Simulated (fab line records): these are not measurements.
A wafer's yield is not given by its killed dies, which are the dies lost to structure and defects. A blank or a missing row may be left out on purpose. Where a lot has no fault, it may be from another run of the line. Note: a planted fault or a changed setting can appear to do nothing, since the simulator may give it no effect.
Chamber matching -- flow n5Finfet -- N5_BEOL_M1_CO_CAP_55 on cvdCo-02: 3 sister chambers
The step material Co, precursor CCTBA/H2, target thk 2 nm, time 102.1 s. 24 wafers are shown with their chamber, then 12 later ones without.

WAFERS PAIRED WITH THEIR CHAMBERS
wafer,chamber,heaterPowerW (W),susceptorTempC (C)
L077.1,0,268,199.98
L077.4,0,269,199.97
L077.6,2,279,200.08
L078.4,1,220,200.25
L078.5,0,268,199.74
L078.6,2,281,200.21
L079.1,0,274,199.69
L079.3,1,224,199.47
L079.4,2,272,200.06
L081.1,0,267,199.81
L081.2,2,276,200.04
L081.4,1,226,200.21
L082.1,1,226,200.01
L082.3,2,280,199.89
L082.6,1,223,200.12
L083.2,0,274,200.12
L083.3,2,277,199.81
L083.4,0,278,199.66
L085.1,1,222,200.15
L085.2,2,275,200.00
L085.6,2,274,199.99
L089.1,2,273,199.91
L089.2,0,280,199.95
L089.3,1,225,199.93

SIGNATURES (means of the wafers above)
reading,chamber 0,chamber 1,chamber 2,scatter within a chamber
heaterPowerW,272.25,223.71,276.33,3.67
susceptorTempC,199.8650,200.0200,199.9989,0.186
Rule: a wafer lies at a distance from a chamber equal to the root of the sum of squares, over the readings, of (its reading less the chamber's mean, divided by the reading's scatter). The wafer belongs to the nearest chamber; if the next one is less than 2 further off, it can't be placed. The scatter: take each reading less its chamber's mean, square it, sum over the shown wafers, divide by the number of wafers less the number of chambers, and take the root.

WAFERS WHOSE CHAMBER IS MISSING
wafer,heaterPowerW (W),susceptorTempC (C)
L092.1,265,200.09
L092.2,229,199.87
L092.5,280,200.02
L093.1,265,200.22
L093.4,224,200.05
L093.5,230,200.24
L096.3,281,200.15
L096.4,272,199.96
L096.6,225,200.14
L097.3,269,199.81
L097.4,270,199.69
L097.5,283,200.00

EACH ONE'S CHAMBER
wafer,from the rows above,in truth
L092.1,can't be placed: 0 or 2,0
L092.2,1,1
L092.5,can't be placed: 2 or 0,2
L093.1,can't be placed: 0 or 2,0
L093.4,1,1
L093.5,1,1
L096.3,can't be placed: 2 or 0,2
L096.4,can't be placed: 0 or 2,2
L096.6,1,1
L097.3,can't be placed: 0 or 2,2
L097.4,can't be placed: 0 or 2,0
L097.5,can't be placed: 2 or 0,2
Placed correctly: 4 of 12. These rows do not allow placing 8 (true chamber among the candidates in 8). Wrongly placed: 0.
